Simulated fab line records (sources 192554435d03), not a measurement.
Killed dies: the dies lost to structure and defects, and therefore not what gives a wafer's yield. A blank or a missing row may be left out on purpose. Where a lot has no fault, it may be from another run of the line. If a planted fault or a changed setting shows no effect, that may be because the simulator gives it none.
Chamber matching / flow n5_finfet / N5_BEOL_M7_CURE_74 on uv_cure-02: 3 sister chambers
The step cures SiCOH lowk, time 240 s. 6 wafers are shown with their chamber, then 7 later ones without.

== EACH WAFER AND ITS CHAMBER ==
wafer=L078.5; chamber=1; wafer_temp_C_max=387.7; lamp_power_pct (%)=52.26
wafer=L078.6; chamber=1; wafer_temp_C_max=387.4; lamp_power_pct (%)=52.26
wafer=L083.4; chamber=2; wafer_temp_C_max=388.0; lamp_power_pct (%)=52.30
wafer=L083.6; chamber=2; wafer_temp_C_max=388.9; lamp_power_pct (%)=52.34
wafer=L087.1; chamber=0; wafer_temp_C_max=386.9; lamp_power_pct (%)=52.41
wafer=L087.3; chamber=0; wafer_temp_C_max=387.1; lamp_power_pct (%)=52.32

== WAFERS MISSING THEIR CHAMBER ==
wafer=L087.5; wafer_temp_C_max=387.4; lamp_power_pct (%)=52.34
wafer=L093.1; wafer_temp_C_max=387.5; lamp_power_pct (%)=52.27
wafer=L093.4; wafer_temp_C_max=387.1; lamp_power_pct (%)=52.42
wafer=L093.5; wafer_temp_C_max=386.9; lamp_power_pct (%)=52.30
wafer=L096.1; wafer_temp_C_max=387.0; lamp_power_pct (%)=52.31
wafer=L096.5; wafer_temp_C_max=387.2; lamp_power_pct (%)=52.38
wafer=L096.6; wafer_temp_C_max=387.7; lamp_power_pct (%)=52.36

== THE CHAMBER EACH PASSED THROUGH ==
wafer=L087.5; from the rows above=can't be placed: 0 or 1 or 2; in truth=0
wafer=L093.1; from the rows above=1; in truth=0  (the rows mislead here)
wafer=L093.4; from the rows above=0; in truth=0
wafer=L093.5; from the rows above=can't be placed: 0 or 1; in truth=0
wafer=L096.1; from the rows above=can't be placed: 0 or 1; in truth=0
wafer=L096.5; from the rows above=0; in truth=0
wafer=L096.6; from the rows above=can't be placed: 0 or 2 or 1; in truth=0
Placed correctly: 2 of 7. Can't be placed from these rows: 4 (the true chamber is among the candidates in 4). Number placed wrongly: 1.
How it was worked out, from the rows above alone: a wafer's distance from a chamber is the root of the sum, over the readings, of the square of ((its reading less the chamber's mean) divided by the reading's scatter). The wafer belongs to the nearest chamber; if the next one is less than 2 further off, it can't be placed. The mean given for a chamber averages the wafers shown for that chamber. The scatter is the square root of a quotient: the sum, over the shown wafers, of each reading's squared deviation from its chamber's mean, divided by wafers minus chambers.
